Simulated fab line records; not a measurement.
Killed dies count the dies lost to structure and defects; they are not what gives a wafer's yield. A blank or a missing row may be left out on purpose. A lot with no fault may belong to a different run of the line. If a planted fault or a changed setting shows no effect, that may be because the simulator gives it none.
Chamber matching + flow n5-finfet + N5_BEOL_M7_ALD_77 on ald-metal-01: 4 sister chambers
The step deposits TaN, target thk 2 nm, pulse time 2 s, purge time 3 s. 4 wafers are shown with their chamber, then 11 later ones without.

WAFERS PAIRED WITH THEIR CHAMBERS
| wafer  | chamber | heater-power-w (W) |
|--------|---------|--------------------|
| L082.5 | 0       | 476                |
| L084.2 | 2       | 410                |
| L084.5 | 3       | 382                |
| L085.3 | 1       | 335                |

WAFERS MISSING THEIR CHAMBER
| wafer  | heater-power-w (W) |
|--------|--------------------|
| L085.4 | 414                |
| L085.5 | 344                |
| L086.3 | 384                |
| L086.4 | 478                |
| L086.6 | 465                |
| L088.1 | 470                |
| L088.4 | 417                |
| L088.5 | 343                |
| L089.2 | 431                |
| L089.4 | 347                |
| L089.6 | 418                |

CHAMBER TAKEN BY EACH
| wafer  | from the rows above | in truth |
|--------|---------------------|----------|
| L085.4 | 2                   | 2        |
| L085.5 | 1                   | 1        |
| L086.3 | 3                   | 3        |
| L086.4 | 0                   | 0        |
| L086.6 | 0                   | 0        |
| L088.1 | 0                   | 0        |
| L088.4 | 2                   | 2        |
| L088.5 | 1                   | 1        |
| L089.2 | 2                   | 2        |
| L089.4 | 1                   | 1        |
| L089.6 | 2                   | 2        |
Correct placement for 11 of the 11. Can't be placed from these rows: 0. 0 placed wrongly.
How it was worked out, from the rows above alone: a wafer's distance from a chamber is the root of the sum, over the readings, of the square of ((its reading less the chamber's mean) divided by the reading's scatter). The wafer belongs to the nearest chamber; if the next one is less than 2 further off, it can't be placed. The mean given for a chamber averages the wafers shown for that chamber. The scatter: root of mean squared gap, hidden wafer to nearest shown wafer, with one shown wafer a chamber.
